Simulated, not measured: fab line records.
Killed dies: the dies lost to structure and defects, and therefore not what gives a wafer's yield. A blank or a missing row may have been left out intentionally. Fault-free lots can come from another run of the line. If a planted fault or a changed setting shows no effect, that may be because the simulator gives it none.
fab line records	flow n5_finfet
[record] lots = 5	wafers = 14	last_day = 17
route steps=1938 shown DUMMY_GATE@225 BEOL_M4@1111 PASSIVATION@1936
lots untouched by any fault: they come from a run of this same line in which no faults occurred
start_h: hours from the record's first day to the start of the lot's first wafer shown	wait_h: hours since the lot's step before	" repeats the value in the row above	L1.1+2: several wafers, shown together as one row	- no value present, or no start provided	* or withheld: withheld	< > ~ a bound
route shown NAME@n: a module of which the file shows steps, and the number in the route of the first	usual: the fault-free wafers' mean and standard deviation	same: alike in all rows	chamber/n: place in a boat	sites: per-site readings	_std_site: how widely they spread, as a standard deviation	_edge_site: outer sites' mean less inner sites'	radius_mm: for every site, how far away it sits from the centre of the wafer	mask NAME#n: copy n	behind: the tool/chamber that last shaped the wafer	hold: cause of the lot's hold/its duration in hours/its outcome	device: the transistor (n, p or np) that didn't switch	end of line: the tests these same wafers got at the end of their route	a step with no rows: only its recipe	killed: dies lost to structure and defects at the first sort, not the wafer's yield	map: shows each die of a wafer: x if killed, . if not, _ if none is there
set.NAME: the setting the step ran with; set.NAME@STEP: the setting that earlier step ran with	model.NAME: the simulator's own value behind a step, which no gauge read
certain route steps with their lots: each step a table, each wafer a row
services: a tool's chamber out of use, with start hour (start_h, from the record's first day; less than 0 if before it), hours out, and reason
[[steps]]
[step N5_DUMMY_GATE_COAT_09]
[recipe] resist = CAR-EUV	spin_rpm = 1500	resist_thk_nm = 30
[step N5_DUMMY_GATE_EBR_11]
[recipe] solvent = PGMEA	ebr_width_mm = 1.5
[step N5_DUMMY_GATE_SOFTBAKE_10]
[recipe] temp_c = 110	time_s = 60	resist = CAR-EUV
[step N5_DUMMY_GATE_EXPOSE_12]
[recipe] mask_id = GATE	na = 0.33	source_shape = annular	sigma_inner = 0.2	sigma_outer = 0.6	polarization = unpolarized	target_cd_nm = 25	dose_mj = 34
[step N5_DUMMY_GATE_PEB_13]
[recipe] peb_temp_c = 100	peb_time_s = 60	resist = CAR-EUV
[step N5_DUMMY_GATE_DEVELOP_14]
[recipe] develop_time_s = 30	developer = TMAH	resist = CAR-EUV	rinse_liquid = surfactant_rinse	dry = air_spin	dev_temp_c = 23
[step N5_DUMMY_GATE_CD_MEAS_15]
[recipe] target_cd_nm = 25.8	landing_energy_ev = 500	detector = se_inlens
[usual] cd_nm = 25.11/0.25
lot.wafer	tool	chamber	start_h	wait_h	cd_nm
L663.3	cd_sem-01	0	46.71	-	24.97
L663.4	"	0	"	"	25.57
L663.6	"	0	"	"	25.19
L671.4	cd_sem-02	0	94.23	-	24.90
L671.6	"	0	"	"	25.18
L674.2	cd_sem-02	0	113.83	-	24.50
L674.4	"	0	"	"	24.85
L674.5	"	0	"	"	25.28
L677.2	cd_sem-01	0	133.14	-	24.89
L677.3	"	0	"	"	24.84
L677.4	"	0	"	"	24.75
L686.2	cd_sem-02	0	184.75	-	25.05
L686.5	"	0	"	"	25.45
L686.6	"	0	"	"	24.48
[step N5_DUMMY_GATE_OVL_MEAS_16]
[recipe] points_per_wafer = 522
[usual] GATE_OVL = 0.0/0.59
lot.wafer	tool	chamber	start_h	wait_h	GATE_OVL[nm]
L663.3	overlay-02	0	46.76	0.0	-0.7
L663.4	"	0	"	"	-0.8
L663.6	"	0	"	"	-0.5
L671.4	overlay-01	0	94.28	0.0	-0.8
L671.6	"	0	"	"	-0.1
L674.2	overlay-02	0	113.87	0.0	0.1
L674.4	"	0	"	"	0.7
L674.5	"	0	"	"	-0.8
L677.2	overlay-02	0	133.18	0.0	-0.9
L677.3	"	0	"	"	-0.4
L677.4	"	0	"	"	-0.4
L686.2	overlay-01	0	184.80	0.0	-0.1
L686.5	"	0	"	"	-0.7
L686.6	"	0	"	"	0.3
[step N5_DUMMY_GATE_INSPECT_17]
[recipe] mode = adi	inspect_instrument = brightfield
[usual] raw_defect_count = 183/52
lot.wafer	tool	chamber	start_h	wait_h	raw_defect_count
L663.3	defect_inspect-01	-	46.81	0.0	153
L663.4	"	-	"	"	167
L663.6	"	-	"	"	221
L671.4	defect_inspect-02	-	94.32	0.0	181
L671.6	"	-	"	"	167
L674.2	defect_inspect-02	-	113.92	0.0	219
L674.4	"	-	"	"	219
L674.5	"	-	"	"	169
L677.2	defect_inspect-01	-	133.23	0.0	222
L677.3	"	-	"	"	166
L677.4	"	-	"	"	174
L686.2	defect_inspect-01	-	184.85	0.0	205
L686.5	"	-	"	"	223
L686.6	"	-	"	"	253
[step N5_DUMMY_GATE_DESCUM_20]
[recipe] chemistry = O2	time_s = 6.2	source_power_w = 50	bias_power_w = 20	pressure_mtorr = 20	rf_frequency_hz = 2.712e+07	temp_c = 40	resist = CAR-EUV	o2_flow_sccm = 225
[usual] drypump_motor_current_A = 5.9/0.51	oes_product_au = 0.79/0.069	rf_vpp_V = 243.7/1.5	showerhead_plenum_p_Torr = 2.11/0.066	throttle_valve_pct = 20.42/0.23
lot.wafer	tool	chamber	start_h	wait_h	drypump_motor_current_A	oes_product_au	rf_hours_counter_h	rf_vpp_V	showerhead_plenum_p_Torr	throttle_valve_pct
L663.3	rie_diel-05	0	46.84	0.0	5.7	0.85	61	246.0	2.21	20.10
L663.4	"	2	"	"	5.2	0.77	132	243.4	2.09	20.16
L663.6	"	1	"	"	5.8	0.78	-	242.7	2.02	20.65
L671.4	rie_diel-04	3	94.35	0.0	5.3	0.70	218	244.9	2.14	20.26
L671.6	"	0	"	"	6.5	0.72	-	242.9	2.15	20.46
L674.2	rie_diel-04	3	113.96	0.0	5.4	0.69	222	243.1	2.14	20.27
L674.4	"	2	"	"	6.5	0.77	115	243.1	2.00	20.66
L674.5	"	0	"	"	6.5	0.72	-	244.5	2.15	20.47
L677.2	rie_diel-05	0	133.27	0.0	5.7	0.81	87	245.4	2.20	20.13
L677.3	"	1	"	"	5.7	0.75	137	241.3	2.01	20.68
L677.4	"	2	"	"	5.2	0.76	158	244.3	2.08	20.20
L686.2	rie_diel-05	0	184.88	0.0	5.7	0.80	103	247.5	2.20	20.14
L686.5	"	1	"	"	5.8	0.74	-	240.0	2.00	20.70
L686.6	"	0	"	"	5.7	0.79	-	245.2	2.20	20.15
[step N5_DUMMY_GATE_ETCH_29]
[recipe] chemistry = N2/H2	target = underlayer	target_depth_a = 130	ion_energy_ev = 200	pressure_mtorr = 30	source_w = 840	bias_w = 150	n2_flow_sccm = 200	h2_flow_sccm = 200
[usual] drypump_motor_current_A = 5.9/0.51	oes_product_au = 0.78/0.071	rf_fwd_power_W = 830/3.9	rf_vpp_V = 524.8/2.3	showerhead_plenum_p_Torr = 2.58/0.081	throttle_valve_pct = 17.94/0.23
lot.wafer	tool	chamber	start_h	wait_h	drypump_motor_current_A	oes_product_au	rf_fwd_power_W	rf_hours_counter_h	rf_vpp_V	showerhead_plenum_p_Torr	throttle_valve_pct
L663.3	rie_diel-05	0	46.91	0.0	5.7	0.85	833	61	527.2	2.69	17.57
L663.4	"	2	"	"	5.2	0.78	832	132	522.7	2.56	17.76
L663.6	"	1	"	"	5.8	0.77	834	-	521.2	2.45	18.08
L671.4	rie_diel-04	3	94.42	0.0	5.4	0.69	822	218	526.8	2.62	17.86
L671.6	"	0	"	"	6.5	0.72	833	-	527.8	2.64	18.12
L674.2	rie_diel-04	3	114.02	0.0	5.4	0.69	822	222	526.5	2.62	17.84
L674.4	"	2	"	"	6.5	0.76	834	115	521.1	2.45	18.16
L674.5	"	0	"	"	6.5	0.71	834	-	526.2	2.64	18.14
L677.2	rie_diel-05	0	133.33	0.0	5.7	0.81	834	87	527.6	2.68	17.63
L677.3	"	1	"	"	5.8	0.74	835	137	521.8	2.44	18.13
L677.4	"	2	"	"	5.2	0.74	833	158	524.2	2.55	17.79
L686.2	rie_diel-05	0	184.95	0.0	5.7	0.79	834	103	527.2	2.67	17.63
L686.5	"	1	"	"	5.8	0.73	830	-	521.4	2.44	18.18
L686.6	"	0	"	"	5.7	0.80	828	-	527.0	2.67	17.63
[step N5_DUMMY_GATE_ETCH_36]
[recipe] chemistry = CF4	target = SiARC	target_depth_a = 130	pressure_mtorr = 40	source_w = 545	bias_w = 36	Ar_flow_sccm = 100	cf4_flow_sccm = 100	ion_energy_ev = 80
[usual] drypump_motor_current_A = 5.9/0.51	oes_product_au = 0.79/0.071	rf_fwd_power_W = 538.6/2.5	rf_vpp_V = 184.5/1.2	showerhead_plenum_p_Torr = 2.17/0.062	throttle_valve_pct = 15.60/0.24
lot.wafer	tool	chamber	start_h	wait_h	drypump_motor_current_A	oes_product_au	rf_fwd_power_W	rf_hours_counter_h	rf_vpp_V	showerhead_plenum_p_Torr	throttle_valve_pct
L663.3	rie_diel-05	0	46.95	0.0	5.7	0.83	541.4	61	185.2	2.27	15.33
L663.4	"	2	"	"	5.2	0.77	538.5	132	184.5	2.15	15.41
L663.6	"	1	"	"	5.8	0.76	541.4	-	182.9	2.06	15.71
L671.4	rie_diel-04	3	94.46	0.0	5.4	0.70	536.8	218	185.5	2.21	15.59
L671.6	"	0	"	"	6.5	0.72	538.3	-	185.7	2.20	15.79
L674.2	rie_diel-04	3	114.06	0.0	5.4	0.70	533.4	222	184.2	2.20	15.58
L674.4	"	2	"	"	6.5	0.77	537.4	115	183.0	2.08	15.91
L674.5	"	0	"	"	6.5	0.71	540.5	-	185.5	2.20	15.77
L677.2	rie_diel-05	0	133.37	0.0	5.7	0.80	539.0	87	186.3	2.26	15.36
L677.3	"	1	"	"	5.8	0.74	543.9	137	181.4	2.05	15.76
L677.4	"	2	"	"	5.2	0.74	542.6	158	185.6	2.14	15.48
L686.2	rie_diel-05	0	184.99	0.0	5.7	0.79	540.2	104	185.2	2.26	15.39
L686.5	"	1	"	"	5.8	0.73	539.9	-	183.3	2.05	15.78
L686.6	"	0	"	"	5.7	0.79	542.1	-	185.5	2.26	15.42
[step N5_DUMMY_GATE_ETCH_37]
[recipe] chemistry = N2/H2	target = SOC	target_depth_a = 600	overetch_a = 300	temp_c = 40	ion_energy_ev = 200	pressure_mtorr = 30	source_w = 840	bias_w = 150	n2_flow_sccm = 200	h2_flow_sccm = 200
[usual] drypump_motor_current_A = 5.9/0.51	oes_product_au = 0.62/0.05	rf_fwd_power_W = 830/3.9	rf_vpp_V = 524.7/2.2	showerhead_plenum_p_Torr = 2.58/0.081	throttle_valve_pct = 17.87/0.23
lot.wafer	tool	chamber	start_h	wait_h	drypump_motor_current_A	oes_product_au	rf_fwd_power_W	rf_hours_counter_h	rf_vpp_V	showerhead_plenum_p_Torr	throttle_valve_pct	model.SiARC_of_DUMMY_GATE_COAT_35.thk_nm
L663.3	rie_diel-05	0	46.99	0.0	5.7	0.66	827	61	529.0	2.69	17.49	4.8
L663.4	"	2	"	"	5.2	0.61	826	132	523.4	2.56	17.68	5.2
L663.6	"	1	"	"	5.8	0.62	834	-	520.5	2.45	18.03	5.2
L671.4	rie_diel-04	3	94.50	0.0	5.4	0.57	820	218	526.0	2.62	17.79	5
L671.6	"	0	"	"	6.5	0.57	831	-	525.3	2.64	18.06	4.8
L674.2	rie_diel-04	3	114.10	0.0	5.4	0.56	824	222	526.7	2.62	17.78	5
L674.4	"	2	"	"	6.5	0.61	839	115	519.7	2.45	18.09	5
L674.5	"	0	"	"	6.5	0.56	1036	-	489.9	2.64	18.08	4.2
L677.2	rie_diel-05	0	133.41	0.0	5.7	0.64	836	87	526.8	2.68	17.52	4.8
L677.3	"	1	"	"	5.8	0.60	834	137	521.1	2.44	18.08	5.2
L677.4	"	2	"	"	5.2	0.59	831	158	523.3	2.55	17.73	5.2
L686.2	rie_diel-05	0	185.03	0.0	5.7	0.62	831	104	527.6	2.67	17.56	4.8
L686.5	"	1	"	"	5.8	0.59	837	-	522.0	2.43	18.10	5.2
L686.6	"	0	"	"	5.7	0.63	830	-	527.6	2.67	17.57	4.8
[step N5_DUMMY_GATE_STRIP_38]
[recipe] chemistry = N2/H2	temp_c = 40	n2_flow_sccm = 200	h2_flow_sccm = 200	rf_frequency_hz = 6e+07
[step N5_DUMMY_GATE_STRIP_39]
[recipe] chemistry = N2/H2	temp_c = 40	n2_flow_sccm = 200	h2_flow_sccm = 200	rf_frequency_hz = 6e+07
[step N5_DUMMY_GATE_TRIM_49]
[recipe] chemistry = O2	resist = SOC	time_s = 29	target_cd_nm = 14	source_power_w = 300	bias_power_w = 0	O2_flow_sccm = 100	temp_c = 20
[usual] drypump_motor_current_A = 5.5/0.38	he_backside_leak_sccm = 2.9/0.31	oes_product_au = 0.998/0.013	throttle_valve_pct = 8.16/0.16
lot.wafer	tool	chamber	start_h	wait_h	drypump_motor_current_A	he_backside_leak_sccm	oes_product_au	rf_hours_counter_h	throttle_valve_pct	model.DUMMY_GATE.cd_nm
L663.3	rie_si-01	2	47.07	0.0	6.0	3.0	0.992	0	8.16	14.2
L663.4	"	0	"	"	5.7	3.0	0.977	79	8.06	14.4
L663.6	"	0	"	"	5.6	2.9	0.978	-	8.07	14.2
L671.4	rie_si-05	1	94.58	0.0	6.2	2.4	1.014	94	8.41	14.2
L671.6	"	2	"	"	5.2	2.9	0.987	-	8.00	13.6
L674.2	rie_si-05	0	114.18	0.0	5.0	3.0	0.990	86	8.15	14
L674.4	"	1	"	"	6.3	2.5	1.010	95	8.41	14
L674.5	"	2	"	"	5.2	2.9	0.986	-	8.01	13.2
L677.2	rie_si-05	1	133.49	0.0	6.2	2.4	1.030	95	8.41	13.8
L677.3	"	0	"	"	5.0	3.0	0.996	87	8.14	13.8
L677.4	"	2	"	"	5.2	2.7	0.996	45	8.02	13.4
L686.2	rie_si-03	3	185.11	0.0	5.5	3.0	0.989	151	8.48	14
L686.5	"	3	"	"	5.5	3.0	0.994	-	8.47	13.8
L686.6	"	2	"	"	5.5	3.1	1.032	-	8.30	14
[step N5_DUMMY_GATE_STRIP_40]
[recipe] chemistry = CF4	resist = SiARC	power_w = 300	bias_power_w = 75	pressure_mtorr = 50	cf4_flow_sccm = 150	rf_frequency_hz = 6e+07
[usual] drypump_motor_current_A = 5.9/0.52	oes_product_au = 0.78/0.062	rf_vpp_V = 271.6/1.4	showerhead_plenum_p_Torr = 1.81/0.055	throttle_valve_pct = 13.56/0.22
lot.wafer	tool	chamber	start_h	wait_h	drypump_motor_current_A	oes_product_au	rf_hours_counter_h	rf_vpp_V	showerhead_plenum_p_Torr	throttle_valve_pct
L663.3	rie_diel-04	1	47.16	0.1	5.6	0.80	75	272.1	1.81	13.38
L663.4	"	0	"	"	6.5	0.72	191	272.0	1.85	13.73
L663.6	"	2	"	"	6.4	0.77	-	268.7	1.74	13.76
L671.4	rie_diel-05	3	94.68	0.1	6.3	0.82	71	273.3	1.83	13.87
L671.6	"	1	"	"	5.8	0.76	-	268.2	1.72	13.68
L674.2	rie_diel-01	0	114.53	0.3	6.7	0.87	36	272.0	1.89	13.35
L674.4	"	1	"	"	5.5	0.88	-	274.3	1.82	13.08
L674.5	"	0	"	"	6.7	0.87	-	272.1	1.89	13.39
L677.2	rie_diel-05	3	133.59	0.1	6.3	0.82	84	272.6	1.83	13.91
L677.3	"	1	"	"	5.8	0.75	137	270.9	1.72	13.71
L677.4	"	2	"	"	5.2	0.74	158	272.3	1.80	13.46
L686.2	rie_diel-01	3	185.23	0.1	5.1	0.83	50	270.7	1.81	13.56
L686.5	"	3	"	"	5.2	0.84	-	271.4	1.81	13.57
L686.6	"	0	"	"	6.7	0.85	-	272.7	1.88	13.41
[step N5_BEOL_M4_RC_MEAS_101]
[usual] DIBL_N = 36.3/1.6	DIBL_P = 36.2/2	IOFF_N = 0.160/0.028	IOFF_P = 0.21/0.036	ION_N = 677/11	ION_P = 465/6.9	SS_N = 71.5/0.55	SS_P = 73.3/0.64	VT_N = 250/3	VT_P = -250/3.5
lot.wafer	tool	chamber	start_h	wait_h	DIBL_N[mV/V]	DIBL_P[mV/V]	IOFF_N[nA/um]	IOFF_P[nA/um]	ION_N[uA/um]	ION_P[uA/um]	SS_N[mV/dec]	SS_P[mV/dec]	VT_N[mV]	VT_P[mV]
L663.3	prober-01	0	165.19	0.3	36.3	35.7	0.153	0.21	671	465	70.3	72.9	252	-248
L663.4	"	0	"	"	37.3	36.0	0.178	0.22	681	468	71.6	72.5	245	-250
L663.6	"	0	"	"	37.6	36.8	0.164	0.24	677	471	71.2	73.3	248	-246
L671.4	prober-01	0	223.33	0.5	34.3	33.7	0.126	0.21	648	454	70.7	73.1	254	-246
L671.6	"	0	"	"	36.0	35.9	0.153	0.24	677	475	71.0	73.1	249	-244
L674.2	prober-01	0	235.28	0.2	37.1	37.6	0.179	0.24	692	471	72.2	74.4	246	-248
L674.4	"	0	"	"	37.8	39.0	0.207	0.24	686	466	71.9	74.5	246	-249
L674.5	"	0	"	"	38.8	40.6	0.220	0.27	694	472	71.9	75.3	247	-250
L677.2	prober-01	0	245.80	0.2	38.8	38.5	0.223	0.24	688	461	72.2	74.4	246	-250
L677.3	"	0	"	"	37.0	37.2	0.183	0.22	685	465	71.2	73.4	248	-252
L677.4	"	0	"	"	39.6	39.3	0.225	0.25	685	467	72.3	74.9	246	-249
L686.2	prober-02	0	309.64	0.2	35.1	34.3	0.134	0.17	679	462	70.7	73.3	251	-255
L686.5	"	0	"	"	35.7	35.7	0.144	0.18	665	452	71.8	73.6	251	-252
L686.6	"	0	"	"	35.9	36.2	0.152	0.18	683	460	71.4	73.5	249	-254
[step N5_PASSIVATION_PROBE_49]
[usual] defect_limited_yield = 91.2/1.5	killed_at_M0_to_M3 = 36/10	killed_at_M4_up = 13/6	killed_at_contacts = 11/5.2	killed_at_front_end = 40/11	killed_at_other = 3.1/2.9	killed_dies = 104/17	killed_open = 66/12	killed_short = 34/7.7	sort_bin_5_function = 5.1/0.91	sort_bin_6_memory = 3.2/0.67	sort_bin_8_speed = 0.00/0.0074	sort_n_pass = 1076/17	sort_yield_pct = 91.2/1.5
[same] gross_dies = 1180	killed_at_back_side = 0	sort_bin_4_leakage[%] = 0
lot.wafer	tool	chamber	start_h	wait_h	defect_limited_yield[%]	killed_at_M0_to_M3	killed_at_M4_up	killed_at_contacts	killed_at_front_end	killed_at_other	killed_dies	killed_open	killed_short	sort_bin_5_function[%]	sort_bin_6_memory[%]	sort_bin_8_speed[%]	sort_n_pass	sort_yield_pct[%]
L663.3	prober-02	-	283.98	0.1	88.1	41	20	19	53	7	140	87	52	7.2	4.2	0	1040	88.1
L663.4	prober-02	-	284.03	0.2	90.5	44	13	13	39	3	112	72	38	5.7	3.5	0	1068	90.5
L663.6	prober-02	-	284.13	0.3	89.9	58	20	14	27	0	119	85	29	5.7	4.0	0	1061	89.9
L677.2	prober-02	-	355.53	0.1	92.1	41	6	7	39	0	93	60	27	4.7	2.5	0	1087	92.1
L677.3	prober-02	-	355.58	0.1	91.0	36	13	12	45	0	106	70	30	5.3	3.5	0	1074	91.0
L677.4	prober-02	-	355.63	0.2	91.4	30	12	8	52	0	102	64	36	5.7	2.4	0	1078	91.4
L686.2	prober-01	-	417.85	0.1	91.7	26	16	8	38	10	98	55	36	4.3	3.1	0	1082	91.7
L686.5	prober-01	-	418.00	0.2	92.3	27	23	11	27	3	91	64	23	4.5	2.9	0	1089	92.3
L686.6	prober-01	-	418.05	0.3	92.8	26	17	8	31	3	85	50	30	4.1	2.9	0	1095	92.8
// killed by level:class
L663.3 MOL_CONTACT_COAG:geometric_particle:open=17 BEOL_M4:geometric_particle:open=12 FIN_SAQP:geometric_particle:short=10 FIN_SAQP:geometric_particle:open=10 BEOL_M0_SAQP:geometric_particle:short=10 BEOL_M2:geometric_particle:open=9 STI_FIN_REVEAL:geometric_particle:open=8 STARTING-WAFER:geometric_particle:short=8
L663.4 STI_FIN_REVEAL:geometric_particle:open=11 BEOL_M3:geometric_particle:open=10 MOL_CONTACT_COAG:geometric_particle:open=8 BEOL_M2:geometric_particle:open=8 FIN_SAQP:geometric_particle:open=7 BEOL_M0_SAQP:geometric_particle:short=7 BEOL_M4:geometric_particle:open=7 DUMMY_GATE:geometric_particle:open=5
L663.6 BEOL_M2:geometric_particle:open=19 BEOL_M4:geometric_particle:open=10 BEOL_M3:geometric_particle:open=10 MOL_CONTACT_COAG:geometric_particle:open=8 STI_FIN_REVEAL:geometric_particle:open=7 BEOL_M1:geometric_particle:open=7 FIN_SAQP:geometric_particle:open=5 BEOL_M0_SAQP:geometric_particle:short=5
L677.2 BEOL_M0_SAQP:geometric_particle:open=12 BEOL_M2:geometric_particle:open=10 FIN_SAQP:geometric_particle:open=9 STARTING-WAFER:geometric_particle:open=7 STI_FIN_REVEAL:geometric_particle:open=5 MOL_CONTACT_COAG:geometric_particle:open=5 BEOL_M0_SAQP:geometric_particle:short=5 BEOL_M2:geometric_particle:short=5
L677.3 STI_FIN_REVEAL:geometric_particle:open=11 BEOL_M3:geometric_particle:open=10 FIN_SAQP:geometric_particle:open=9 MOL_CONTACT_COAG:geometric_particle:open=8 BEOL_M0_SAQP:geometric_particle:open=6 BEOL_M0_SAQP:geometric_particle:short=6 DUMMY_GATE:geometric_particle:open=5 BEOL_M1:geometric_particle:open=5
L677.4 DUMMY_GATE:geometric_particle:open=12 FIN_SAQP:geometric_particle:open=10 STI_FIN_REVEAL:geometric_particle:open=9 BEOL_M0_SAQP:geometric_particle:short=8 FIN_SAQP:geometric_particle:short=7 BEOL_M0_SAQP:geometric_particle:open=5 MOL_CONTACT_COAG:geometric_particle:open=4 BEOL_M3:geometric_particle:open=4
L686.2 FIN_SAQP:geometric_particle:open=7 FIN_SAQP:geometric_particle:short=7 STI_FIN_REVEAL:geometric_particle:open=6 BEOL_M4:geometric_particle:open=6 BEOL_M1:geometric_particle:open=6 MOL_CONTACT_COAG:geometric_particle:open=5 BEOL_M0_SAQP:geometric_particle:open=5 GATE_CUT:geometric_particle:short=4
L686.5 MOL_CONTACT_COAG:geometric_particle:open=11 BEOL_M4:geometric_particle:open=8 FIN_SAQP:geometric_particle:open=7 BEOL_M1:geometric_particle:open=7 BEOL_M2:geometric_particle:open=5 FIN_SAQP:geometric_particle:short=4 BEOL_M0_SAQP:geometric_particle:open=4 BEOL_M1:geometric_particle:short=4
L686.6 FIN_SAQP:geometric_particle:open=11 BEOL_M4:geometric_particle:open=11 BEOL_M0_SAQP:geometric_particle:open=7 BEOL_M0_SAQP:geometric_particle:short=7 FIN_SAQP:geometric_particle:short=6 BEOL_M1:geometric_particle:short=5 STI_FIN_REVEAL:geometric_particle:open=3 MOL_CONTACT_COAG:geometric_particle:short=3
[[services]]
tool	chamber	start_h	hours	kind
rie_diel-05	1	95.99	7.9	repair
rie_diel-01	2	104.60	-	clean
rie_diel-01	2	104.60	-	consumable_replace:focus_ring
rie_diel-01	2	104.60	26.7	scheduled_down
rie_diel-01	2	104.60	26.7	vent_cycle
rie_diel-01	3	108.65	45.3	repair
rie_diel-05	0	121.56	1.7	repair
[[key]]
[first_sign] step = N5_DUMMY_GATE_ETCH_37	reading = rf_fwd_power_W	direction = up	sigmas = 54	usual = *	struck = *
[effect] step = N5_DUMMY_GATE_ETCH_37	reading = rf_vpp_V	direction = down	sigmas = 16	usual = 524.7	struck = 489.9
[model_effect] step = N5_DUMMY_GATE_ETCH_37	value = SiARC_of_DUMMY_GATE_COAT_35.thk_nm	without = 4.8	struck = 4.2
[model_effect] step = N5_DUMMY_GATE_TRIM_49	value = DUMMY_GATE.cd_nm	without = 13.8	struck = 13.2
met_at N5_DUMMY_GATE_ETCH_37
struck_wafers L674.5
[baseline_loss] step = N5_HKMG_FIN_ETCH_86	wafers = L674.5
onset_between 94.50 114.10
[fault] kind = process_parameter_drift	tool = rie_diel-04	chamber = 0	onset_h = 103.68	steps = N5_DUMMY_GATE_ETCH_37	channel = source_w	offset = 201.6	shape = step	end_h = 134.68	acts_in = these_recipes_only	stated = 840
// baseline_loss: these wafers lose ten dies or more at that step, a loss of the line's own and not of a fault; the sort's usual values leave them out
